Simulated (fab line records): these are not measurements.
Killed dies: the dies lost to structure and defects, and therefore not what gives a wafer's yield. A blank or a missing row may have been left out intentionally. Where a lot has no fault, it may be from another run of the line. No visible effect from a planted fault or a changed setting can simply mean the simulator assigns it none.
Which tool is to blame?	flow nandHarc	24 lots with 72 wafers sampled at 6 steps, on a route of 1302 steps

== WHAT THE GAUGES SHOWED, per wafer ==
The record lacks any reading of a measuring or inspecting step that a usual standard deviation could be used to judge.

== WHAT TOOL EACH LOT RAN ON (gives the tool, then ch and the chambers of the sampled wafers, and finally the start) ==
lot	NHARC_A_STAIRCASE_TRIM_235	NHARC_A_STAIRCASE_ETCH_236	NHARC_A_STAIRCASE_STRIP_254	NHARC_A_STAIRCASE_ETCH_451	NHARC_A_STAIRCASE_ETCH_273	NHARC_A_STAIRCASE_DEP_322
L074	rieDiel-10 ch 0,3, day 16 06:33 or earlier	rieDiel-10 ch 0,1,3, day 16 06:33 or earlier	plasmaAsher-01 ch 0,1, day 16 06:33	rieDiel-03 ch 1,2,3, day 18 06:47 or earlier	rieDiel-03 ch 0,1,3, day 18 06:47 or earlier	pecvd-03 ch 0,1,2, day 18 06:47
L076	rieDiel-10 ch 0,2, day 16 22:26 or earlier	rieDiel-10 ch 2,3, day 16 22:26 or earlier	plasmaAsher-02 ch 0,1, day 16 22:26	rieDiel-10 ch 0,1, day 18 21:27 or earlier	rieDiel-10 ch 1,2,3, day 18 21:27 or earlier	pecvd-01 ch 0,2, day 18 21:27
L075	rieDiel-10 ch 2,3, day 16 22:49 or earlier	rieDiel-10 ch 0,2,3, day 16 22:49 or earlier	plasmaAsher-01 ch 0,1, day 16 22:49	rieDiel-10 ch 0,2,3, day 18 21:27 or earlier	rieDiel-10 ch 1,2, day 18 21:27 or earlier	pecvd-02 ch 0,1, day 18 21:27
L077	rieDiel-08 ch 0,1,2, day 17 04:52 or earlier	rieDiel-08 ch 0,2, day 17 04:52 or earlier	plasmaAsher-02 ch 0,1, day 17 04:52	rieDiel-08 ch 0,1,3, day 19 01:41 or earlier	rieDiel-08 ch 1,2, day 19 01:41 or earlier	pecvd-01 ch 0,2, day 19 01:41
L078	rieDiel-08 ch 2,3, day 17 20:28 or earlier	rieDiel-08 ch 0,1,2, day 17 20:28 or earlier	plasmaAsher-01 ch 0,1, day 17 20:28	rieDiel-10 ch 0,3, day 19 19:50 or earlier	rieDiel-10 ch 0,2,3, day 19 19:50 or earlier	pecvd-03 ch 1,2, day 19 19:50
L080	rieDiel-08 ch 1,2, day 18 12:23 or earlier	rieDiel-03 ch 1,2,3, day 18 12:23	plasmaAsher-01 ch 0, day 18 14:07	rieDiel-08 ch 0,1,2, day 20 06:10 or earlier	rieDiel-08 ch 0,1,2, day 20 06:10 or earlier	pecvd-03 ch 0,1,2, day 20 06:10
L079	rieDiel-08 ch 1,2, day 18 14:19 or earlier	rieDiel-08 ch 0,2,3, day 18 14:19 or earlier	plasmaAsher-02 ch 0,1, day 18 14:19	rieDiel-03 ch 0,1, day 20 06:10 or earlier	rieDiel-03 ch 0,2,3, day 20 06:10 or earlier	pecvd-02 ch 0,2, day 20 06:10
L081	rieDiel-03 ch 0,3, day 19 08:33 or earlier	rieDiel-03 ch 1,3, day 19 08:33 or earlier	plasmaAsher-01 ch 0,1, day 19 08:33	rieDiel-08 ch 1,2,3, day 21 01:05 or earlier	rieDiel-08 ch 0,1,3, day 21 01:05 or earlier	pecvd-03 ch 0,2, day 21 01:05
L082	rieDiel-08 ch 0,3, day 20 01:58 or earlier	rieDiel-08 ch 1,2, day 20 01:58 or earlier	plasmaAsher-01 ch 1, day 20 01:58	rieDiel-08 ch 1,3, day 21 21:46 or earlier	rieDiel-08 ch 0,1,2, day 21 21:46 or earlier	pecvd-02 ch 0,1, day 21 21:46
L083	rieDiel-10 ch 0,2,3, day 20 16:32 or earlier	rieDiel-10 ch 1,2,3, day 20 16:32 or earlier	plasmaAsher-02 ch 0,1, day 20 16:32	rieDiel-10 ch 0,2,3, day 22 18:56 or earlier	rieDiel-10 ch 0,2,3, day 22 18:56 or earlier	pecvd-03 ch 0,1,2, day 22 18:56
L085	rieDiel-03 ch 0,3, day 20 21:05 or earlier	rieDiel-03 ch 0,3, day 20 21:05 or earlier	plasmaAsher-02 ch 0,1, day 20 21:05	rieDiel-10 ch 0,2, day 22 18:56 or earlier	rieDiel-10 ch 1,2, day 22 18:56 or earlier	pecvd-01 ch 0,2, day 22 18:56
L086	rieDiel-08 ch 0,1,2, day 20 22:01 or earlier	rieDiel-08 ch 1,2,3, day 20 22:01 or earlier	plasmaAsher-02 ch 0,1, day 20 22:01	rieDiel-08 ch 0,2, day 22 18:56 or earlier	rieDiel-08 ch 0,2, day 22 18:56 or earlier	pecvd-02 ch 0,1, day 22 18:56
L084	rieDiel-08 ch 0,2,3, day 21 02:52 or earlier	rieDiel-08 ch 0,1,2, day 21 02:52 or earlier	plasmaAsher-02 ch 0,1, day 21 02:52	rieDiel-03 ch 0,3, day 23 01:02 or earlier	rieDiel-03 ch 0,2, day 23 01:02 or earlier	pecvd-01 ch 0,1,2, day 23 01:02
L087	rieDiel-03 ch 1,3, day 21 14:48 or earlier	rieDiel-03 ch 1,3, day 21 14:48 or earlier	plasmaAsher-01 ch 0,1, day 21 14:48	rieDiel-10 ch 0,3, day 23 11:14 or earlier	rieDiel-10 ch 0,3, day 23 11:14 or earlier	pecvd-02 ch 0,2, day 23 11:14
L088	rieDiel-08 ch 1,2,3, day 22 12:44 or earlier	rieDiel-08 ch 0,2,3, day 22 12:44 or earlier	plasmaAsher-01 ch 0,1, day 22 12:44	rieDiel-10 ch 1,2, day 24 05:49 or earlier	rieDiel-10 ch 0,1,3, day 24 05:49 or earlier	pecvd-01 ch 0,1,2, day 24 05:49
L091	rieDiel-08 ch 0,1,3, day 22 20:02 or earlier	rieDiel-08 ch 1,2,3, day 22 20:02 or earlier	plasmaAsher-02 ch 0,1, day 22 20:02	rieDiel-03 ch 1,2,3, day 24 14:54 or earlier	rieDiel-03 ch 0,3, day 24 14:54 or earlier	pecvd-01 ch 1,2, day 24 14:54
L089	rieDiel-08 ch 0,1,2, day 23 04:22 or earlier	rieDiel-08 ch 0,2,3, day 23 04:22 or earlier	plasmaAsher-01 ch 0,1, day 23 04:22	rieDiel-08 ch 1,2, day 25 04:01 or earlier	rieDiel-08 ch 1,2,3, day 25 04:01 or earlier	pecvd-01 ch 0,1,2, day 25 04:01
L092	rieDiel-10 ch 0,1, day 23 07:29 or earlier	rieDiel-10 ch 0,1,2, day 23 07:29 or earlier	plasmaAsher-02 ch 0,1, day 23 07:29	rieDiel-08 ch 1,2, day 25 04:02 or earlier	rieDiel-08 ch 2,3, day 25 04:02 or earlier	pecvd-02 ch 0,1, day 25 04:02
L090	rieDiel-03 ch 1,3, day 23 07:54 or earlier	rieDiel-03 ch 0,2, day 23 07:54 or earlier	plasmaAsher-01 ch 0,1, day 23 07:54	rieDiel-10 ch 1,2,3, day 25 04:01 or earlier	rieDiel-10 ch 2,3, day 25 04:01 or earlier	pecvd-03 ch 0,1, day 25 04:01
L093	rieDiel-03 ch 0,1,3, day 24 01:45 or earlier	rieDiel-03 ch 1,2,3, day 24 01:45 or earlier	plasmaAsher-02 ch 0,1, day 24 01:45	rieDiel-08 ch 1,2,3, day 26 00:50 or earlier	rieDiel-08 ch 0,1,2, day 26 00:50 or earlier	pecvd-01 ch 0,1,2, day 26 00:50
L094	rieDiel-03 ch 1,2, day 24 14:20 or earlier	rieDiel-03 ch 0,2,3, day 24 14:20 or earlier	plasmaAsher-02 ch 0,1, day 24 14:20	rieDiel-08 ch 0,1,2, day 26 09:19 or earlier	rieDiel-08 ch 2,3, day 26 09:19 or earlier	pecvd-01 ch 0,1, day 26 09:19
L095	rieDiel-03 ch 0,1,2, day 25 07:13 or earlier	rieDiel-03 ch 1,2,3, day 25 07:13 or earlier	plasmaAsher-01 ch 0,1, day 25 07:13	rieDiel-03 ch 1,3, day 27 03:16 or earlier	rieDiel-03 ch 0,1,3, day 27 03:16 or earlier	pecvd-02 ch 0,2, day 27 03:16
L096	rieDiel-10 ch 1,2,3, day 25 07:32 or earlier	rieDiel-10 ch 0,2, day 25 07:32 or earlier	plasmaAsher-01 ch 0,1, day 25 07:32	rieDiel-08 ch 2,3, day 27 03:16 or earlier	rieDiel-08 ch 2,3, day 27 03:16 or earlier	pecvd-03 ch 0,2, day 27 03:16
L097	rieDiel-03 ch 0,1,3, day 25 17:44 or earlier	rieDiel-03 ch 1,3, day 25 17:44 or earlier	plasmaAsher-02 ch 0,1, day 25 17:44	rieDiel-08 ch 0,1, day 27 19:27 or earlier	rieDiel-08 ch 0,1,2, day 27 19:27 or earlier	pecvd-02 ch 0,1, day 27 19:27
- NHARC_A_STAIRCASE_TRIM_235: chemistry O2, time 211.2 s.
- NHARC_A_STAIRCASE_ETCH_236: etches the open film in C4F8/O2, target depth 100 nm, time 40.5 s.
- NHARC_A_STAIRCASE_STRIP_254: strips in O2.
- NHARC_A_STAIRCASE_ETCH_451: etches the open film in CF4/O2, target depth 30 nm, overetch 3 nm, time 16.5 s.
- NHARC_A_STAIRCASE_ETCH_273: etches the open film in C4F8/O2/Ar, target depth 10200 nm, time 2468.6 s.
- NHARC_A_STAIRCASE_DEP_322: deposits SiO2, target thk 7200 nm.

== AS READ BY THE TOOLS THEMSELVES (means over the sampled wafers that have a number; for cases with no such wafer, the mark the record gives instead) ==
NHARC_A_STAIRCASE_TRIM_235.
lot	tool	drypumpMotorCurrentA (A)	oesProductAu (a.u.)	rfVppV (V)	showerheadPlenumPTorr (Torr)	throttleValvePct (%)
L074	rieDiel-10	5.4	1.001	57.1	3.33	17.038
L076	rieDiel-10	5.1	0.998	57.7	3.51	17.026
L075	rieDiel-10	5.4	0.988	58.1	3.36	17.044
L077	rieDiel-08	5.9	1.006	58.0	3.66	17.029
L078	rieDiel-08	5.9	1.010	57.4	3.54	17.035
L080	rieDiel-08	5.8	1.000	58.3	3.64	17.037
L079	rieDiel-08	5.9	1.009	57.7	3.64	17.032
L081	rieDiel-03	5.6	0.989	57.6	3.58	17.040
L082	rieDiel-08	6.0	0.999	57.9	3.54	17.040
L083	rieDiel-10	5.3	0.999	58.1	3.58	17.035
L085	rieDiel-03	5.6	0.999	59.2	3.58	17.034
L086	rieDiel-08	5.9	1.003	57.9	3.64	17.041
L084	rieDiel-08	6.0	1.007	57.2	3.53	17.033
L087	rieDiel-03	5.8	1.005	57.3	3.44	17.034
L088	rieDiel-08	6.0	1.001	57.5	3.51	17.039
L091	rieDiel-08	6.0	0.995	58.2	3.52	17.033
L089	rieDiel-08	5.9	1.005	58.1	3.63	17.039
L092	rieDiel-10	5.7	1.000	57.6	3.34	17.040
L090	rieDiel-03	5.8	0.986	57.4	3.43	17.032
L093	rieDiel-03	5.8	0.994	58.1	3.50	17.039
L094	rieDiel-03	5.9	0.996	58.1	3.62	17.033
L095	rieDiel-03	5.9	0.996	57.7	3.59	17.045
L096	rieDiel-10	5.5	0.999	57.1	3.52	17.038
L097	rieDiel-03	5.8	1.001	58.4	3.49	17.029

NHARC_A_STAIRCASE_ETCH_236.
lot	tool	oesProductAu (a.u.)	rfVppV (V)
L074	rieDiel-10	0.955	890
L076	rieDiel-10	0.942	890
L075	rieDiel-10	0.940	892
L077	rieDiel-08	0.953	900
L078	rieDiel-08	0.951	901
L080	rieDiel-03	0.914	890
L079	rieDiel-08	0.959	896
L081	rieDiel-03	0.927	894
L082	rieDiel-08	0.950	900
L083	rieDiel-10	0.928	896
L085	rieDiel-03	0.939	897
L086	rieDiel-08	0.958	896
L084	rieDiel-08	0.948	900
L087	rieDiel-03	0.945	893
L088	rieDiel-08	0.962	896
L091	rieDiel-08	0.943	895
L089	rieDiel-08	0.957	896
L092	rieDiel-10	0.932	893
L090	rieDiel-03	0.953	904
L093	rieDiel-03	0.938	895
L094	rieDiel-03	0.949	900
L095	rieDiel-03	0.949	896
L096	rieDiel-10	0.940	894
L097	rieDiel-03	0.943	892

NHARC_A_STAIRCASE_STRIP_254.
lot	tool	drypumpMotorCurrentA (A)	heaterPowerW (W)
L074	plasmaAsher-01	5.7	366
L076	plasmaAsher-02	6.1	322
L075	plasmaAsher-01	5.7	340
L077	plasmaAsher-02	6.1	326
L078	plasmaAsher-01	5.7	338
L080	plasmaAsher-01	5.7	318
L079	plasmaAsher-02	6.4	339
L081	plasmaAsher-01	5.7	347
L082	plasmaAsher-01	5.7	387
L083	plasmaAsher-02	6.2	329
L085	plasmaAsher-02	6.2	329
L086	plasmaAsher-02	6.4	345
L084	plasmaAsher-02	6.2	326
L087	plasmaAsher-01	5.7	336
L088	plasmaAsher-01	5.7	365
L091	plasmaAsher-02	6.1	331
L089	plasmaAsher-01	5.7	345
L092	plasmaAsher-02	6.2	328
L090	plasmaAsher-01	5.7	340
L093	plasmaAsher-02	6.1	328
L094	plasmaAsher-02	6.1	329
L095	plasmaAsher-01	5.7	327
L096	plasmaAsher-01	5.7	339
L097	plasmaAsher-02	6.4	346

NHARC_A_STAIRCASE_ETCH_451.
lot	tool	drypumpMotorCurrentA (A)	oesProductAu (a.u.)	rfVppV (V)	showerheadPlenumPTorr (Torr)	throttleValvePct (%)
L074	rieDiel-03	5.9	0.988	196.8	1.28	13.400
L076	rieDiel-10	5.5	1.006	197.3	1.29	13.393
L075	rieDiel-10	5.3	1.001	196.7	1.29	13.400
L077	rieDiel-08	6.0	1.003	197.3	1.34	13.388
L078	rieDiel-10	5.3	1.001	196.8	1.28	13.392
L080	rieDiel-08	5.8	1.001	198.7	1.38	13.401
L079	rieDiel-03	6.1	0.986	197.4	1.30	13.396
L081	rieDiel-08	6.0	1.004	197.4	1.33	13.392
L082	rieDiel-08	6.2	1.000	197.0	1.29	13.396
L083	rieDiel-10	5.3	0.995	198.3	1.36	13.399
L085	rieDiel-10	5.1	0.995	197.4	1.32	13.391
L086	rieDiel-08	5.8	1.010	197.5	1.38	13.397
L084	rieDiel-03	5.6	0.996	198.8	1.35	13.398
L087	rieDiel-10	5.3	0.992	198.0	1.35	13.399
L088	rieDiel-10	5.4	0.989	197.1	1.30	13.414
L091	rieDiel-03	5.8	0.996	196.8	1.34	13.397
L089	rieDiel-08	5.8	1.007	199.3	1.37	13.398
L092	rieDiel-08	5.8	1.021	198.8	1.38	13.391
L090	rieDiel-10	5.5	0.998	198.2	1.34	13.393
L093	rieDiel-08	6.0	1.007	199.3	1.40	13.407
L094	rieDiel-08	5.8	1.001	197.9	1.37	13.398
L095	rieDiel-03	6.1	0.991	196.5	1.27	13.397
L096	rieDiel-08	6.1	1.009	199.4	1.42	13.394
L097	rieDiel-08	5.9	0.998	198.6	1.38	13.401

NHARC_A_STAIRCASE_ETCH_273.
lot	tool	oesProductAu (a.u.)	rfVppV (V)
L074	rieDiel-03	0.923	1826
L076	rieDiel-10	0.932	1814
L075	rieDiel-10	0.934	1822
L077	rieDiel-08	0.931	1836
L078	rieDiel-10	0.931	1819
L080	rieDiel-08	0.924	1835
L079	rieDiel-03	0.926	1824
L081	rieDiel-08	0.948	1827
L082	rieDiel-08	0.932	1836
L083	rieDiel-10	0.934	1831
L085	rieDiel-10	0.921	1821
L086	rieDiel-08	0.935	1836
L084	rieDiel-03	0.929	1845
L087	rieDiel-10	0.935	1828
L088	rieDiel-10	0.944	1826
L091	rieDiel-03	0.947	1829
L089	rieDiel-08	0.933	1826
L092	rieDiel-08	0.961	1826
L090	rieDiel-10	0.925	1839
L093	rieDiel-08	0.945	1834
L094	rieDiel-08	0.952	1838
L095	rieDiel-03	0.932	1823
L096	rieDiel-08	0.932	1838
L097	rieDiel-08	0.949	1834

NHARC_A_STAIRCASE_DEP_322.
lot	tool	heaterPowerW (W)
L074	pecvd-03	664
L076	pecvd-01	712
L075	pecvd-02	784
L077	pecvd-01	744
L078	pecvd-03	628
L080	pecvd-03	678
L079	pecvd-02	641
L081	pecvd-03	603
L082	pecvd-02	759
L083	pecvd-03	697
L085	pecvd-01	647
L086	pecvd-02	872
L084	pecvd-01	729
L087	pecvd-02	646
L088	pecvd-01	726
L091	pecvd-01	621
L089	pecvd-01	718
L092	pecvd-02	815
L090	pecvd-03	767
L093	pecvd-01	746
L094	pecvd-01	776
L095	pecvd-02	595
L096	pecvd-03	708
L097	pecvd-02	834

== THE ANSWER, worked out from the rows above alone ==
Rule: what is usual is taken from the lots themselves. The widest of any qualifying gaps counts: lots, ordered by their means at a reading, are off when they make up no more than a third of the lots, leave a main group of 4 or more, and stand apart from it by 3 or more times the standard deviation of that group's means. A main group is skipped when, at the precision printed for the reading in the tables above, its means are all equal. Also off: a lot with no number at a reading for which 4 or more lots have one. All remaining lots with rows at the step are treated as sound. The gauges are gone through in route order, then the tools' own readings, and for those a lot's mean is taken as printed above. The first step at which some lot is off is used, and at that step the reading that is off furthest; a lot without a number counts as furthest.
No lot is off at any reading shown: from this, nothing can be told.

== WHAT HAD BEEN PUT IN BY THE SIMULATOR ==
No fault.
